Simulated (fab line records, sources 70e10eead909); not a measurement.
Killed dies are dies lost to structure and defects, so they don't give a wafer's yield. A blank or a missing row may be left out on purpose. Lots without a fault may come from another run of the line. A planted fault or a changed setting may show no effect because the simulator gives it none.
fab line records | flow nand_harc
record lots=12 wafers=36 last_day=24
route steps=1159 shown A_M0@1020 A_M1@1041
lots that met no fault: from a run of the same line without faults
start_h: hours from the record's first day to the start of the lot's first wafer shown | wait_h: hours since the lot's step before | " the same as in the row above | L1.1+2: a row that stands for several wafers | - no value, or no start given | * or withheld: withheld | < > ~ a bound
route shown NAME@n: a module of which the file shows steps, and the number in the route of the first | usual: mean/standard deviation of fault-free wafers | same: alike in all rows | chamber/n: place in a boat | sites: the reading at each site | _std_site: their standard deviation | _edge_site: outer sites' mean less inner sites' | radius_mm: how far each site lies from the wafer's centre | mask NAME#n: copy n | behind: the tool/chamber that last shaped the wafer | hold: why the lot was held/for how many hours/how that ended | device: the transistor (n, p or np) that didn't switch | end of line: the same wafers' tests at the end of the route | a step without rows: its recipe alone | killed: dies lost to structure and defects at the first sort, not the wafer's yield | map: a wafer's dies, x killed, . not, _ none there
set.NAME: the setting as run; set.NAME@STEP: as run at that earlier step | model.NAME: the simulator's own value behind a step, which no gauge read
steps of the route over a sample of lots; a table a step, a row a wafer
services: from which hour (start_h, from the record's first day; less than 0 if before it) a tool's chamber was out of use, for how many hours, and why
## steps
# step NHARC_A_M0_THK_MEAS_24
# recipe thk_meas_gauge=xrf
# usual thk_nm=114.3/1.6
# columns lot.wafer tool chamber start_h wait_h thk_nm
L723.2 film_metro-02 - 394.46 - 114.1
L723.4 " - " " 112.6
L723.6 " - " " 114.1
L724.1 film_metro-02 - 404.85 - 115.5
L724.3 " - " " 113.4
L724.6 " - " " 114.9
L725.1 film_metro-02 - 405.55 - 114.9
L725.2 " - " " 115.9
L725.6 " - " " 117.3
L728.1 film_metro-02 - 412.97 - 114.2
L728.4 " - " " 114.0
L728.6 " - " " 114.1
L727.1 film_metro-01 - 431.96 - 116.6
L727.5 " - " " 118.7
L727.6 " - " " 115.0
L731.4 film_metro-01 - 436.37 - 115.5
L731.5 " - " " 114.3
L731.6 " - " " 114.6
L735.1 film_metro-01 - 465.74 - 115.5
L735.2 " - " " 114.5
L735.5 " - " " 112.1
L744.1 film_metro-01 - 519.06 - 116.5
L744.3 " - " " 114.1
L744.6 " - " " 114.6
L743.2 film_metro-02 - 522.68 - 114.8
L743.5 " - " " 113.3
L743.6 " - " " 111.6
L742.1 film_metro-02 - 530.19 - 114.4
L742.2 " - " " 116.9
L742.6 " - " " 117.4
L745.1 film_metro-02 - 537.85 - 112.5
L745.4 " - " " 114.1
L745.5 " - " " 114.1
L746.3 film_metro-02 - 538.45 - 117.0
L746.4 " - " " 116.3
L746.6 " - " " 114.5
# step NHARC_A_M1_ETCH_15
# recipe target_depth_a=1825 time_s=91.2 c4f8_flow_sccm=withheld ar_flow_sccm=400 rf_w=600 bias_w=300 chemistry=C4F8/Ar
# usual chamber_pressure_mTorr=25.001/0.025 oes_product_au=0.950/0.021 rf_vpp_V=441.7/2.7
# columns lot.wafer tool chamber start_h wait_h chamber_pressure_mTorr oes_product_au rf_hours_counter_h rf_vpp_V
L723.2 rie_diel-05 3 - - 25.038 0.962 4 440.6
L723.4 " 1 " " 24.991 0.977 - 444.9
L723.6 " 2 " " 25.009 0.974 - 439.0
L724.1 rie_diel-05 3 - - 24.978 0.939 4 442.7
L724.3 " 1 " " 25.011 0.960 4 444.7
L724.6 " 3 " " 25.010 0.945 - 440.4
L725.1 rie_diel-05 2 - - 24.939 0.922 4 440.5
L725.2 " 1 " " 24.950 0.918 4 444.2
L725.6 " 2 " " 25.016 0.919 - 439.4
L728.4 rie_diel-12 3 - - 24.992 0.945 0 442.5
L728.1 " 0 " " 24.971 0.936 1 445.3
L728.6 " 3 " " 25.013 0.949 - 442.0
L727.1 rie_diel-10 1 - - 25.008 0.946 8 438.9
L727.6 " 2 " " 25.026 0.954 - 437.9
L727.5 " 3 " " 25.011 0.947 - 444.5
L731.4 rie_diel-12 2 - - 24.997 0.929 1 441.5
L731.5 " 1 " " 24.995 0.924 - 443.8
L731.6 " 2 " " 24.975 0.925 - 443.0
L735.2 rie_diel-10 0 - - 25.044 0.950 10 438.7
L735.1 " 3 " " 25.033 0.961 6 443.8
L735.5 " 1 " " 24.997 0.929 - 438.8
L744.3 rie_diel-10 0 - - 25.023 0.970 13 438.8
L744.1 " 3 " " 25.019 0.945 10 445.3
L744.6 " 0 " " 25.009 0.974 - 440.4
L743.2 rie_diel-10 0 - - 25.010 0.947 13 438.9
L743.5 " 2 " " 24.976 0.947 - 440.2
L743.6 " 3 " " 24.948 0.952 - 444.2
L742.2 rie_diel-12 3 - - 24.995 0.985 4 442.2
L742.1 " 1 " " 24.962 0.957 3 445.7
L742.6 " 3 " " 25.014 0.985 - 442.7
L745.4 rie_diel-05 2 - - 24.963 0.953 0 440.5
L745.1 " 3 " " 25.034 0.971 0 441.6
L745.5 " 2 " " 25.004 0.950 - 439.4
L746.4 rie_diel-10 3 - - 24.977 0.955 0 445.2
L746.3 " 1 " " 25.019 0.933 0 438.6
L746.6 " 3 " " 25.022 0.948 - 445.3
# step NHARC_A_M1_ECD_22
# recipe target_thk_a=4000 bath_temp_c=25 material=Cu
# columns lot.wafer tool chamber start_h wait_h
L723.2+4+6 ecd_cu-02 0,0,1 397.71 -
L724.1+3+6 ecd_cu-01 1 408.09 -
L725.2+1+6 ecd_cu-01 0,1,0 408.74 -
L728.1+4+6 ecd_cu-01 0 416.08 -
L727.1+5+6 ecd_cu-02 1,1,0 435.17 -
L731.4+5+6 ecd_cu-02 1,1,0 439.50 -
L735.1+2+5 ecd_cu-01 1,0,1 468.74 -
L744.1+3+6 ecd_cu-02 0 522.46 -
L743.2+5+6 ecd_cu-01 0,1,0 525.82 -
L742.1+2+6 ecd_cu-01 1,0,0 533.51 -
L745.1+4+5 ecd_cu-01 1 540.95 -
L746.3+4+6 ecd_cu-01 1,0,1 541.69 -
# step NHARC_A_M1_CMP_23
# recipe t_overpolish_s=20 target_thk_nm=154.34
# usual motor_current_A=12.2/0.81 time_to_endpoint_s=30/3.3
# columns lot.wafer tool chamber start_h wait_h motor_current_A time_to_endpoint_s
L723.2 cmp-02 3 398.44 - 12.8 28
L723.4 " 0 " " 11.3 29
L723.6 " 0 " " 11.6 28
L724.3 cmp-03 3 408.77 - 12.7 32
L724.1 " 2 " " 13.6 30
L724.6 " 0 " " 12.4 35
L725.2 cmp-02 0 409.46 - 10.9 27
L725.1 " 1 " " 12.5 29
L725.6 " 0 " " 11.0 23
L728.4 cmp-03 2 416.80 - 13.2 28
L728.1 " 1 " " 12.1 28
L728.6 " 3 " " 13.3 32
L727.1 cmp-01 2 435.89 - 12.1 30
L727.6 " 2 " " 12.2 28
L727.5 " 3 " " 11.9 30
L731.4 cmp-03 1 440.22 - 11.1 29
L731.5 " 2 " " 12.9 27
L731.6 " 3 " " 12.3 29
L735.1 cmp-01 1 469.48 - 12.5 32
L735.2 " 0 " " 10.7 16
L735.5 " 1 " " 12.6 31
L744.3 cmp-03 3 523.28 - 13.0 31
L744.1 " 0 " " 12.3 37
L744.6 " 3 " " 13.0 30
L743.2 cmp-01 1 526.58 - 13.5 33
L743.5 " 2 " " 11.7 31
L743.6 " 3 " " 11.4 32
L742.1 cmp-02 0 534.26 - 11.1 28
L742.2 " 2 " " 13.5 38
L742.6 " 1 " " 12.9 34
L745.4 cmp-03 0 541.65 - 12.2 37
L745.1 " 3 " " 13.5 28
L745.5 " 0 " " 12.3 35
L746.4 cmp-03 2 542.32 - 12.9 30
L746.3 " 1 " " 11.6 27
L746.6 " 3 " " 13.1 31
# step NHARC_A_M1_THK_MEAS_24
# recipe thk_meas_gauge=xrf
# usual thk_nm=155.0/1.7
# columns lot.wafer tool chamber start_h wait_h thk_nm
L723.2 film_metro-02 - 398.75 - 154.7
L723.4 " - " " 154.2
L723.6 " - " " 154.9
L724.1 film_metro-02 - 409.09 - 151.8
L724.3 " - " " 153.8
L724.6 " - " " 154.9
L725.1 film_metro-01 - 409.77 - 155.2
L725.2 " - " " 152.2
L725.6 " - " " 153.9
L728.1 film_metro-01 - 417.12 - 152.6
L728.4 " - " " 154.1
L728.6 " - " " 155.5
L727.1 film_metro-01 - 436.20 - 154.5
L727.5 " - " " 155.0
L727.6 " - " " 154.5
L731.4 film_metro-01 - 440.46 - 153.5
L731.5 " - " " 154.6
L731.6 " - " " 154.2
L735.1 film_metro-01 - 469.80 - 156.6
L735.2 " - " " 156.2
L735.5 " - " " 155.8
L744.1 film_metro-02 - 523.59 - 157.5
L744.3 " - " " 157.4
L744.6 " - " " 155.0
L743.2 film_metro-02 - 526.81 - 154.5
L743.5 " - " " 153.9
L743.6 " - " " 154.7
L742.1 film_metro-02 - 534.57 - 154.6
L742.2 " - " " 156.0
L742.6 " - " " 155.6
L745.1 film_metro-01 - 541.97 - 154.4
L745.4 " - " " 159.7
L745.5 " - " " 159.9
L746.3 film_metro-01 - 542.63 - 155.8
L746.4 " - " " 153.6
L746.6 " - " " 154.9
## services
# columns tool chamber start_h hours kind
cmp-01 - 375.68 4.0 pm
rie_diel-12 - 379.43 9.0 pm
rie_diel-05 - 379.84 2.5 repair
rie_diel-10 3 385.27 18.8 repair
rie_diel-12 3 397.74 4.8 repair
cmp-03 - 398.35 0.2 repair
rie_diel-05 2 411.47 4.8 repair
rie_diel-10 - 419.87 0.7 repair
cmp-02 - 422.50 4.0 pm
rie_diel-05 1 425.04 9.3 repair
cmp-03 - 433.47 3.3 repair
ecd_cu-01 - 448.05 8.0 pm
cmp-03 - 450.00 4.0 pm
rie_diel-10 2 458.84 5.7 repair
rie_diel-05 0 469.56 15.5 repair
cmp-01 - 473.68 4.0 pm
rie_diel-05 - 486.62 0.6 repair
cmp-02 - 497.18 25.7 repair
rie_diel-05 1 510.18 1.3 repair
ecd_cu-02 - 517.32 5.1 repair
rie_diel-05 - 517.73 9.0 pm
rie_diel-10 - 530.50 9.0 pm
ecd_cu-02 - 532.00 8.0 pm
rie_diel-12 - 541.46 0.2 repair
## key
first_sign step=NHARC_A_M1_CMP_23 reading=time_to_endpoint_s direction=down sigmas=4.5 usual=* struck=*
effect none on later readings
met_at NHARC_A_M1_ECD_22
struck_lots L735
struck_wafers L735.2
not_acting_at NHARC_A_M0_THK_MEAS_24,NHARC_A_M1_ETCH_15,NHARC_A_M1_THK_MEAS_24
onset_between 416.08 468.74
fault kind=process_parameter_drift tool=ecd_cu-01 chamber=0 onset_h=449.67 steps=NHARC_A_M1_ECD_22 channel=target_thk_a offset=* shape=step end_h=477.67 acts_in=* stated=*
